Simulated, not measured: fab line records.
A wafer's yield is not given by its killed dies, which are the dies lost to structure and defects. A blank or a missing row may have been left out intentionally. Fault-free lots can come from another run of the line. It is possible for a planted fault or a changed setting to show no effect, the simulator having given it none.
Chamber matching :: flow n5 finfet :: 4 sister chambers for N5_SDB_STRIP_21 on rie diel-05
The step strips in CF4. 4 wafers are shown with their chamber, then 9 later ones without.

WAFERS PAIRED WITH THEIR CHAMBERS
wafer: L084.3
chamber: 2
drypump motor current A (A): 5.3

wafer: L085.4
chamber: 0
drypump motor current A (A): 5.9

wafer: L086.4
chamber: 1
drypump motor current A (A): 5.3

wafer: L086.6
chamber: 3
drypump motor current A (A): 5.8

WAFERS WITHOUT THEIR CHAMBER
wafer: L090.2
drypump motor current A (A): 5.3

wafer: L090.4
drypump motor current A (A): 5.3

wafer: L090.5
drypump motor current A (A): 5.3

wafer: L092.1
drypump motor current A (A): 5.8

wafer: L092.4
drypump motor current A (A): 6.0

wafer: L092.6
drypump motor current A (A): 6.0

wafer: L095.4
drypump motor current A (A): 5.8

wafer: L095.5
drypump motor current A (A): 5.8

wafer: L095.6
drypump motor current A (A): 6.0

CHAMBER TAKEN BY EACH
wafer: L090.2
from the rows above: can't be placed: 1 or 2
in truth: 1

wafer: L090.4
from the rows above: can't be placed: 1 or 2
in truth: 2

wafer: L090.5
from the rows above: can't be placed: 1 or 2
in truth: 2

wafer: L092.1
from the rows above: can't be placed: 3 or 0
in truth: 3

wafer: L092.4
from the rows above: can't be placed: 0 or 3
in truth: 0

wafer: L092.6
from the rows above: can't be placed: 0 or 3
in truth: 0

wafer: L095.4
from the rows above: can't be placed: 3 or 0
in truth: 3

wafer: L095.5
from the rows above: can't be placed: 3 or 0
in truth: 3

wafer: L095.6
from the rows above: can't be placed: 0 or 3
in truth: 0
0 of 9 placed correctly. Cannot be placed on the basis of these rows: 9; the candidates contain the true chamber in 9. 0 placed wrongly.
How it was worked out, from the rows above alone: a wafer's distance from a chamber is the root of the sum, over the readings, of the square of ((its reading less the chamber's mean) divided by the reading's scatter). If the next closest chamber is less than 2 further off than the closest, the wafer can't be placed; otherwise it belongs to the closest. For every chamber, the mean is computed from those of its wafers that are shown. The scatter: root of mean squared gap, hidden wafer to nearest shown wafer, with one shown wafer a chamber.
